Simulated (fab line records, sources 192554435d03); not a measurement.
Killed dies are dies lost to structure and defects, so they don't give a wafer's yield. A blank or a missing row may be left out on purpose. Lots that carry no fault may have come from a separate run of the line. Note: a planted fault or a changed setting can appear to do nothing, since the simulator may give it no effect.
Matching of chambers ; flow n5_finfet ; rie_diel-04 running N5_FIN_CUT_DESCUM_13: 4 sister chambers
The step chemistry O2, time 7 s. 16 wafers are shown with their chamber, then 8 later ones without.

## WAFERS, EACH WITH ITS CHAMBER
wafer;chamber;showerhead_plenum_p_Torr (Torr);throttle_valve_pct (%);drypump_motor_current_A (A)
L075.1;0;2.11;20.70;5.9
L075.3;1;2.09;20.29;5.2
L075.5;1;2.09;20.26;5.3
L078.2;3;2.07;20.47;5.1
L078.3;0;2.11;20.69;5.9
L078.6;1;2.08;20.31;5.2
L086.2;1;2.08;20.33;5.3
L086.3;2;2.00;20.92;5.7
L086.4;0;2.10;20.73;5.9
L087.1;1;2.08;20.34;5.3
L087.3;2;2.00;20.93;5.7
L087.5;1;2.08;20.31;5.2
L088.1;0;2.10;20.73;5.9
L088.4;3;2.07;20.50;5.2
L088.5;0;2.10;20.74;5.9
L090.1;0;2.10;20.74;5.9

SIGNATURES (means of the wafers above)
reading;chamber 0;chamber 1;chamber 2;chamber 3;scatter within a chamber
showerhead_plenum_p_Torr;2.1033;2.0833;2.0000;2.0700;0.00471
throttle_valve_pct;20.7217;20.3067;20.9250;20.4850;0.024
drypump_motor_current_A;5.900;5.250;5.700;5.150;0.0408
Rule: for each reading, subtract the chamber's mean from the wafer's reading, divide by that reading's scatter and square the result; add these up over the readings and take the root, which gives the wafer's distance from the chamber. If the next closest chamber is less than 2 further off than the closest, the wafer can't be placed; otherwise it belongs to the closest. The scatter: the root of (the sum of the squares of (reading less its chamber's mean) over the shown wafers, divided by (wafers less chambers)).

## WAFERS WITH NO CHAMBER GIVEN
wafer;showerhead_plenum_p_Torr (Torr);throttle_valve_pct (%);drypump_motor_current_A (A)
L090.3;2.00;20.94;5.7
L090.6;2.10;20.75;5.9
L091.1;2.08;20.35;5.2
L091.2;2.10;20.74;5.9
L091.4;2.07;20.51;5.2
L092.1;2.00;20.97;5.7
L092.2;2.07;20.51;5.2
L092.3;2.10;20.74;5.9

## CHAMBER TAKEN BY EACH
wafer;from the rows above;in truth
L090.3;2;2
L090.6;0;0
L091.1;1;1
L091.2;0;0
L091.4;3;3
L092.1;2;2
L092.2;3;3
L092.3;0;0
Correctly placed: 8 of 8. Left unplaced by these rows: 0. 0 placed wrongly.
